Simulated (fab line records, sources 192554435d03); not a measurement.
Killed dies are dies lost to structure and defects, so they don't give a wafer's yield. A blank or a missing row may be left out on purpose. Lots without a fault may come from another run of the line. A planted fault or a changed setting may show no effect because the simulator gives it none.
Which tool did it? | flow n5_finfet | 6 lots, 16 wafers sampled, at 3 steps of a route of 1938

WHAT THE GAUGES READ, wafer by wafer
N5_PMOS_HMC_CHANNEL_EPI_CD_MEAS_09: target cd 237.4 nm.
lot  | measured    | on        | cd_nm (nm)
L682 | day 2 11:45 | cd_sem-03 | 238.6 239.4 239.6
L684 | day 2 23:26 | cd_sem-01 | 238.5 238.8
L687 | day 3 17:55 | cd_sem-02 | 237.3 237.8 236.3
L691 | day 4 17:02 | cd_sem-03 | 239.3 238.6
L693 | day 5 05:52 | cd_sem-03 | 245.0 242.5 243.2
L698 | day 6 11:22 | cd_sem-02 | 242.8 243.6 243.2

WHICH TOOL RAN EACH LOT (tool, then ch and the chambers of the sampled wafers, then the start)
lot  | N5_WELL_APT_DESCUM_30             | N5_PMOS_HMC_CHANNEL_EPI_PEB_07
L682 | rie_diel-01 ch 0,2,3, day 2 09:33 | litho_track-03 ch 0, day 2 11:41
L684 | rie_diel-01 ch 1,3, day 2 21:29   | litho_track-03 ch 0, day 2 23:22
L687 | rie_diel-04 ch 1,2,3, day 3 15:53 | litho_track-05 ch 0, day 3 17:50
L691 | rie_diel-04 ch 0,1, day 4 15:04   | litho_track-05 ch 0, day 4 16:58
L693 | rie_diel-04 ch 0,1,2, day 5 03:19 | litho_track-05 ch 0, day 5 05:47
L698 | rie_diel-01 ch 0,2, day 6 09:20   | litho_track-05 ch 0, day 6 11:17
- N5_WELL_APT_DESCUM_30: chemistry O2, time 7.9 s.
- N5_PMOS_HMC_CHANNEL_EPI_PEB_07: peb time 60 s.

THE ANSWER, worked out from the rows above alone
Rule: what is usual is taken from the lots themselves. Put in order of their means at a reading, lots are off if they are a third of the lots or fewer, leave a main group of 4 or more, and stand apart from it by a gap of 3 or more times the standard deviation of the main group's means; of several such gaps the widest counts. A main group whose means are all the same, to the digits that the tables above print for the reading, isn't used. A lot without any number at a reading at which 4 lots or more have one is off too. The other lots that the step has rows for count as sound.
Off: L693, L698, at N5_PMOS_HMC_CHANNEL_EPI_CD_MEAS_09 (cd_nm). The main group: mean 238.5 nm, standard deviation 0.8.
A tool fits if, at a process step before that reading, it ran every lot that is off, and no sound lot after the first of them. The gauges at N5_PMOS_HMC_CHANNEL_EPI_CD_MEAS_09 are tried like those tools. One fits: litho_track-05 at N5_PMOS_HMC_CHANNEL_EPI_PEB_07. Its last sound lot is L691 (day 4 16:58), its first lot that is off L693 (day 5 05:47): a fault that began between those two fits.

WHAT THE SIMULATOR HAD PUT IN
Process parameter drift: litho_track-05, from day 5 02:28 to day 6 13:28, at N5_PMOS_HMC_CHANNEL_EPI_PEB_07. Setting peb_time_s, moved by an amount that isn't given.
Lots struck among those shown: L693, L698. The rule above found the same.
